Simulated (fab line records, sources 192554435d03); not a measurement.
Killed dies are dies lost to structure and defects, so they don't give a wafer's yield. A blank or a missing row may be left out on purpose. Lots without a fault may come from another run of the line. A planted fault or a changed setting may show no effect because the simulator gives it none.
fab line records | flow n5_finfet
record lots=12 wafers=36 last_day=20
route steps=1938 shown BEOL_M5@1189 BEOL_M6@1195 PASSIVATION@1936
lots that met no fault: from a run of the same line without faults
start_h: hours from the record's first day to the start of the lot's first wafer shown | wait_h: hours since the lot's step before | " the same as in the row above | L1.1+2: a row that stands for several wafers | - no value, or no start given | * or withheld: withheld | < > ~ a bound
route shown NAME@n: a module of which the file shows steps, and the number in the route of the first | usual: mean/standard deviation of fault-free wafers | same: alike in all rows | chamber/n: place in a boat | sites: the reading at each site | _std_site: their standard deviation | _edge_site: outer sites' mean less inner sites' | radius_mm: how far each site lies from the wafer's centre | mask NAME#n: copy n | behind: the tool/chamber that last shaped the wafer | hold: why the lot was held/for how many hours/how that ended | device: the transistor (n, p or np) that didn't switch | end of line: the same wafers' tests at the end of the route | a step without rows: its recipe alone | killed: dies lost to structure and defects at the first sort, not the wafer's yield | map: a wafer's dies, x killed, . not, _ none there
set.NAME: the setting as run; set.NAME@STEP: as run at that earlier step | model.NAME: the simulator's own value behind a step, which no gauge read
steps of the route over a sample of lots; a table a step, a row a wafer
services: from which hour (start_h, from the record's first day; less than 0 if before it) a tool's chamber was out of use, for how many hours, and why
## steps
# step N5_BEOL_M5_CO_CAP_78
# recipe material=Co target_thk_a=20 temp_c=200 precursor=CCTBA/H2 pressure_torr=30 time_s=102.1
# usual heater_power_w=252/27
# columns lot.wafer tool chamber start_h wait_h heater_power_w
L326.1 cvd_co-02 0 242.25 0.0 246
L326.3 " 2 " " 272
L326.6 " 1 " " 294
L325.3 cvd_co-01 1 247.03 0.0 255
L325.4 " 1 " " 255
L325.6 " 2 " " 241
L327.1 cvd_co-02 2 262.68 0.0 267
L327.4 " 2 " " 277
L327.6 " 0 " " 239
L332.1 cvd_co-02 1 277.79 0.0 298
L332.2 " 2 " " 270
L332.5 " 1 " " 293
L330.2 cvd_co-02 2 289.18 0.0 274
L330.3 " 0 " " 243
L330.4 " 1 " " 298
L334.2 cvd_co-02 0 298.90 0.0 240
L334.3 " 1 " " 305
L334.4 " 0 " " 241
L333.2 cvd_co-02 1 300.12 0.0 290
L333.5 " 1 " " 295
L333.6 " 2 " " 272
L336.1 cvd_co-01 1 305.98 0.0 252
L336.2 " 2 " " 234
L336.3 " 0 " " 210
L335.2 cvd_co-01 1 323.21 0.0 254
L335.4 " 1 " " 256
L335.5 " 2 " " 232
L341.2 cvd_co-01 1 358.36 0.0 256
L341.4 " 1 " " 256
L341.5 " 1 " " 259
L343.1 cvd_co-01 1 368.76 0.0 257
L343.4 " 0 " " 207
L343.6 " 2 " " 243
L347.2 cvd_co-01 2 386.44 0.0 236
L347.3 " 1 " " 251
L347.4 " 1 " " 256
# step N5_BEOL_M5_INSPECT_58
# recipe inspect_instrument=darkfield mode=post_dep
# usual raw_defect_count=74/28
# columns lot.wafer tool chamber start_h wait_h raw_defect_count
L326.1 defect_inspect-02 - 242.45 0.0 77
L326.3 " - " " 100
L326.6 " - " " 131
L325.3 defect_inspect-01 - 247.24 0.0 41
L325.4 " - " " 31
L325.6 " - " " 42
L327.1 defect_inspect-01 - 262.90 0.0 127
L327.4 " - " " 73
L327.6 " - " " 75
L332.1 defect_inspect-01 - 278.04 0.0 55
L332.2 " - " " 79
L332.5 " - " " 95
L330.2 defect_inspect-02 - 289.39 0.0 35
L330.3 " - " " 44
L330.4 " - " " 60
L334.2 defect_inspect-01 - 299.11 0.0 60
L334.3 " - " " 75
L334.4 " - " " 92
L333.2 defect_inspect-01 - 300.33 0.0 76
L333.5 " - " " 40
L333.6 " - " " 69
L336.1 defect_inspect-02 - 306.19 0.0 177
L336.2 " - " " 104
L336.3 " - " " 112
L335.2 defect_inspect-01 - 323.42 0.0 52
L335.4 " - " " 99
L335.5 " - " " 45
L341.2 defect_inspect-02 - 358.61 0.0 74
L341.4 " - " " 95
L341.5 " - " " 39
L343.1 defect_inspect-01 - 368.97 0.0 75
L343.4 " - " " 82
L343.6 " - " " 98
L347.2 defect_inspect-02 - 386.65 0.0 46
L347.3 " - " " 40
L347.4 " - " " 81
# step N5_BEOL_M6_CURE_74
# recipe temp_c=385 time_s=240 ambient=He/Ar material=SiCOH_lowk
# usual lamp_power_pct=52.31/0.055 wafer_temp_C_max=387.0/0.72
# columns lot.wafer tool chamber start_h wait_h lamp_power_pct wafer_temp_C_max
L326.1 uv_cure-01 0 242.82 0.3 52.35 387.4
L326.3 " 0 " " 52.30 387.4
L326.6 " 0 " " 52.24 387.5
L325.3 uv_cure-03 2 247.50 0.2 52.29 386.7
L325.4 " 2 " " 52.26 386.3
L325.6 " 2 " " 52.30 386.7
L327.1 uv_cure-02 0 263.00 0.0 52.39 386.7
L327.4 " 0 " " 52.40 387.0
L327.6 " 0 " " 52.34 386.9
L332.1 uv_cure-03 1 278.14 0.0 52.25 387.2
L332.2 " 1 " " 52.33 386.9
L332.5 " 1 " " 52.40 388.4
L330.2 uv_cure-01 1 289.57 0.1 52.34 386.6
L330.3 " 1 " " 52.23 387.1
L330.4 " 1 " " 52.28 387.0
L334.2 uv_cure-02 0 299.56 0.4 52.28 386.5
L334.3 " 0 " " 52.41 386.9
L334.4 " 0 " " 52.34 386.5
L333.2 uv_cure-03 0 300.51 0.1 52.24 386.4
L333.5 " 0 " " 52.33 386.2
L333.6 " 0 " " 52.24 386.8
L336.1 uv_cure-01 0 306.55 0.3 52.39 387.8
L336.2 " 0 " " 52.40 387.1
L336.3 " 0 " " 52.43 386.8
L335.2 uv_cure-01 1 323.60 0.1 52.36 387.3
L335.4 " 1 " " 52.28 387.2
L335.5 " 1 " " 52.22 387.8
L341.2 uv_cure-03 0 358.79 0.1 52.35 386.5
L341.4 " 0 " " 52.24 386.3
L341.5 " 0 " " 52.26 385.9
L343.1 uv_cure-02 0 369.10 0.1 52.30 386.5
L343.4 " 0 " " 52.35 386.0
L343.6 " 0 " " 52.38 386.7
L347.2 uv_cure-03 0 386.85 0.1 52.34 387.7
L347.3 " 0 " " 52.28 386.1
L347.4 " 0 " " 52.37 386.6
# step N5_BEOL_M6_COAT_71
# recipe resist=underlayer temp_c=205 time_s=60 spin_rpm=1500 resist_thk_nm=5
# usual chill_plate_temp_C=23.01/0.097 spin_speed_rpm=1499.9/0.93
# columns lot.wafer tool chamber start_h wait_h chill_plate_temp_C spin_speed_rpm
L326.1 litho_track-04 0 248.29 - 23.11 1500.0
L326.3 " 0 " " 23.13 1499.1
L326.6 " 0 " " 22.97 1501.2
L325.3 litho_track-04 0 254.01 - 22.93 1500.9
L325.4 " 0 " " 22.93 1500.3
L325.6 " 0 " " 22.93 1500.4
L327.1 litho_track-01 0 269.63 - 22.85 1501.0
L327.4 " 0 " " 23.02 1499.9
L327.6 " 0 " " 22.96 1499.8
L332.1 litho_track-04 0 281.52 - 23.05 1499.6
L332.2 " 0 " " 22.99 1499.1
L332.5 " 0 " " 22.90 1499.6
L330.2 litho_track-01 0 292.64 - 23.11 1500.0
L330.3 " 0 " " 22.99 1499.3
L330.4 " 0 " " 23.18 1499.4
L334.2 litho_track-04 0 302.45 - 22.99 1499.5
L334.3 " 0 " " 23.11 1498.8
L334.4 " 0 " " 23.24 1500.0
L333.2 litho_track-01 0 304.16 - 22.91 1501.9
L333.5 " 0 " " 22.99 1501.7
L333.6 " 0 " " 22.92 1498.8
L336.1 litho_track-04 0 310.45 - 23.00 1499.9
L336.2 " 0 " " 23.15 1499.8
L336.3 " 0 " " 23.10 1499.2
L335.2 litho_track-04 0 328.04 - 23.08 1500.9
L335.4 " 0 " " 23.09 1500.4
L335.5 " 0 " " 23.20 1499.2
L341.2 litho_track-04 0 362.38 - 23.01 1413.6
L341.4 " 0 " " 22.92 1412.1
L341.5 " 0 " " 23.03 1414.9
L343.1 litho_track-04 0 379.85 - 23.05 1413.7
L343.4 " 0 " " 23.06 1415.6
L343.6 " 0 " " 22.86 1413.2
L347.2 litho_track-01 0 389.67 - 22.92 1497.8
L347.3 " 0 " " 22.96 1498.7
L347.4 " 0 " " 23.02 1500.8
# step N5_PASSIVATION_PROBE_49
# usual defect_limited_yield=91.4/1.4 killed_at_M0_to_M3=34/9.1 killed_at_M4_up=14/5.2 killed_at_contacts=12/6.4 killed_at_front_end=38/11 killed_at_other=3.7/2.8 killed_dies=102/17 killed_open=68/13 killed_short=32/7.8 sort_bin_5_function=5.1/1 sort_bin_6_memory=3.2/0.66 sort_n_pass=1076/19 sort_yield_pct=91.2/1.6
# same gross_dies=1180 killed_at_back_side=0 sort_bin_4_leakage[%]=0 sort_bin_8_speed[%]=0
# columns lot.wafer tool chamber start_h wait_h defect_limited_yield[%] killed_at_M0_to_M3 killed_at_M4_up killed_at_contacts killed_at_front_end killed_at_other killed_dies killed_open killed_short sort_bin_5_function[%] sort_bin_6_memory[%] sort_n_pass sort_yield_pct[%]
L325.3 prober-01 - 337.17 0.1 91.1 46 10 9 38 2 105 73 31 6.0 2.7 1075 91.1
L325.4 prober-01 - 337.22 0.2 91.6 25 19 9 39 7 99 65 32 5.3 2.8 1081 91.6
L325.6 prober-01 - 337.32 0.3 92.5 37 12 12 26 2 89 65 24 4.6 2.8 1091 92.5
L327.1 prober-01 - 350.21 0.0 92.1 36 11 8 36 2 93 46 44 5.0 2.7 1087 92.1
L327.4 prober-01 - 350.36 0.2 92.1 32 8 11 39 3 93 55 37 5.4 2.1 1087 92.1
L327.6 prober-01 - 350.46 0.3 94.1 26 5 5 31 3 70 42 25 3.6 2.2 1110 94.1
L330.2 prober-01 - 387.60 0.1 91.9 34 15 1 44 2 96 65 30 4.6 3.3 1084 91.9
L330.3 prober-01 - 387.65 0.1 90.8 31 10 16 50 1 108 64 42 6.2 2.5 1072 90.8
L330.4 prober-01 - 387.70 0.2 87.9 48 20 15 52 8 143 92 51 7.4 4.3 1037 87.9
L334.2 prober-02 - 394.27 0.1 91.9 29 15 12 35 5 96 59 35 4.3 3.5 1084 91.9
L334.3 prober-02 - 394.32 0.1 92.4 23 18 16 31 2 90 63 27 4.0 3.2 1090 92.4
L334.4 prober-02 - 394.37 0.2 90.1 42 18 9 45 3 117 83 34 6.1 3.8 1063 90.1
L341.2 prober-01 - 449.17 0.1 92.4 28 17 21 23 1 90 67 22 4.7 2.7 1090 92.4
L341.4 prober-01 - 449.27 0.2 92.1 37 18 5 32 1 93 65 28 4.7 2.9 1087 92.1
L341.5 prober-01 - 449.32 0.2 91.1 47 14 23 21 0 105 65 39 5.6 3.1 1075 91.1
# killed by level:class
L325.3 BEOL_M2:geometric_particle:open=13 DUMMY_GATE:geometric_particle:open=10 BEOL_M3:geometric_particle:open=9 BEOL_M0_SAQP:geometric_particle:short=9 BEOL_M0_SAQP:geometric_particle:open=8 MOL_CONTACT_COAG:geometric_particle:open=7 FIN_SAQP:geometric_particle:short=5 DUMMY_GATE:geometric_particle:short=4
L325.4 FIN_SAQP:geometric_particle:short=10 BEOL_M4:geometric_particle:open=9 DUMMY_GATE:geometric_particle:open=8 MOL_CONTACT_COAG:geometric_particle:open=7 BEOL_M0_SAQP:geometric_particle:open=7 FIN_SAQP:geometric_particle:open=6 BEOL_M2:geometric_particle:open=4 BEOL_M3:geometric_particle:open=4
L325.6 BEOL_M2:geometric_particle:open=15 MOL_CONTACT_COAG:geometric_particle:open=11 BEOL_M4:geometric_particle:open=7 BEOL_M0_SAQP:geometric_particle:short=5 BEOL_M3:geometric_particle:open=5 STARTING-WAFER:geometric_particle:short=5 DUMMY_GATE:geometric_particle:open=4 BEOL_M0_SAQP:geometric_particle:open=4
L327.1 BEOL_M0_SAQP:geometric_particle:short=11 MOL_CONTACT_COAG:geometric_particle:open=7 BEOL_M1:geometric_particle:open=7 BEOL_M1:geometric_particle:short=6 BEOL_M2:geometric_particle:open=6 FIN_SAQP:geometric_particle:short=5 GATE_CUT:geometric_particle:short=5 FIN_SAQP:geometric_particle:open=4
L327.4 BEOL_M1:geometric_particle:open=13 GATE_CUT:geometric_particle:short=11 FIN_SAQP:geometric_particle:open=9 FIN_SAQP:geometric_particle:short=9 MOL_CONTACT_COAG:geometric_particle:open=8 BEOL_M0_SAQP:geometric_particle:short=7 BEOL_M0_SAQP:geometric_particle:open=6 GATE_CUT:geometric_particle:open=4
L327.6 GATE_CUT:geometric_particle:short=8 BEOL_M0_SAQP:geometric_particle:open=6 FIN_SAQP:geometric_particle:short=5 BEOL_M0_SAQP:geometric_particle:short=5 STI_FIN_REVEAL:geometric_particle:open=4 MOL_CONTACT_COAG:geometric_particle:open=4 BEOL_M1:geometric_particle:open=4 BEOL_M2:geometric_particle:open=4
L330.2 STI_FIN_REVEAL:geometric_particle:open=8 DUMMY_GATE:geometric_particle:open=8 BEOL_M0_SAQP:geometric_particle:open=8 BEOL_M0_SAQP:geometric_particle:short=7 BEOL_M1:geometric_particle:open=7 FIN_SAQP:geometric_particle:short=6 BEOL_M3:geometric_particle:open=6 BEOL_M2:geometric_particle:open=5
L330.3 STI_FIN_REVEAL:geometric_particle:open=19 MOL_CONTACT_COAG:geometric_particle:open=12 FIN_SAQP:geometric_particle:short=9 BEOL_M1:geometric_particle:open=7 BEOL_M2:geometric_particle:open=6 MOL_CONTACT_COAG:geometric_particle:short=4 DUMMY_GATE:geometric_particle:open=4 BEOL_M3:geometric_particle:short=4
L330.4 STI_FIN_REVEAL:geometric_particle:open=16 FIN_SAQP:geometric_particle:short=13 MOL_CONTACT_COAG:geometric_particle:open=13 BEOL_M1:geometric_particle:open=11 BEOL_M4:geometric_particle:open=11 BEOL_M0_SAQP:geometric_particle:short=8 BEOL_M0_SAQP:geometric_particle:open=6 BEOL_M3:geometric_particle:open=6
L334.2 FIN_SAQP:geometric_particle:open=10 MOL_CONTACT_COAG:geometric_particle:open=7 BEOL_M0_SAQP:geometric_particle:short=7 BEOL_M1:geometric_particle:open=7 FIN_SAQP:geometric_particle:short=5 MOL_CONTACT_COAG:geometric_particle:short=5 BEOL_M0_SAQP:geometric_particle:open=5 BEOL_M4:geometric_particle:open=5
L334.3 MOL_CONTACT_COAG:geometric_particle:open=15 FIN_SAQP:geometric_particle:short=14 FIN_SAQP:geometric_particle:open=6 BEOL_M0_SAQP:geometric_particle:open=6 BEOL_M4:geometric_particle:open=6 BEOL_M1:geometric_particle:open=5 BEOL_M0_SAQP:geometric_particle:short=4 GATE_CUT:geometric_particle:open=3
L334.4 FIN_SAQP:geometric_particle:open=15 BEOL_M4:geometric_particle:open=11 BEOL_M3:geometric_particle:open=9 FIN_SAQP:geometric_particle:short=8 BEOL_M0_SAQP:geometric_particle:short=7 BEOL_M1:geometric_particle:open=7 BEOL_M2:geometric_particle:open=7 MOL_CONTACT_COAG:geometric_particle:open=6
L341.2 MOL_CONTACT_COAG:geometric_particle:open=16 BEOL_M2:geometric_particle:open=13 STI_FIN_REVEAL:geometric_particle:open=6 BEOL_M4:geometric_particle:open=6 MOL_CONTACT_COAG:geometric_particle:short=5 FIN_SAQP:geometric_particle:short=4 GATE_CUT:geometric_particle:open=4 BEOL_M0_SAQP:geometric_particle:short=4
L341.4 BEOL_M0_SAQP:geometric_particle:open=13 BEOL_M0_SAQP:geometric_particle:short=9 BEOL_M2:geometric_particle:open=8 FIN_SAQP:geometric_particle:open=7 BEOL_M5:geometric_particle:open=7 GATE_CUT:geometric_particle:short=6 DUMMY_GATE:geometric_particle:open=5 MOL_CONTACT_COAG:geometric_particle:open=4
L341.5 MOL_CONTACT_COAG:geometric_particle:open=17 BEOL_M0_SAQP:geometric_particle:short=12 BEOL_M0_SAQP:geometric_particle:open=8 MOL_CONTACT_COAG:geometric_particle:short=6 BEOL_M1:geometric_particle:open=6 BEOL_M2:geometric_particle:short=6 BEOL_M2:geometric_particle:open=5 GATE_CUT:geometric_particle:short=4
## services
# columns tool chamber start_h hours kind
uv_cure-03 - 221.49 3.6 repair
uv_cure-02 - 239.27 7.5 pm
uv_cure-02 - 275.96 1.0 pm
cvd_co-02 0 276.78 11.1 repair
cvd_co-01 2 308.57 5.2 repair
cvd_co-02 1 333.33 - clean
cvd_co-02 1 333.33 22.0 scheduled_down
cvd_co-02 1 333.33 22.0 vent_cycle
cvd_co-01 0 340.67 19.2 repair
uv_cure-01 - 347.44 2.0 repair
litho_track-01 - 349.65 - consumable_replace:filter
cvd_co-02 - 360.18 14.6 pm
litho_track-04 - 388.79 - consumable_replace:filter
## key
first_sign step=N5_BEOL_M6_COAT_71 reading=spin_speed_rpm direction=down sigmas=92 usual=* struck=*
effect none on later readings
met_at N5_BEOL_M6_COAT_71
struck_lots L341,L343
not_acting_at N5_BEOL_M5_CO_CAP_78,N5_BEOL_M5_INSPECT_58,N5_BEOL_M6_CURE_74
onset_between 328.04 362.38
fault kind=process_parameter_drift tool=litho_track-04 chamber=- onset_h=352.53 steps=N5_BEOL_M6_COAT_71 channel=spin_rpm offset=* shape=step end_h=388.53 acts_in=* stated=*
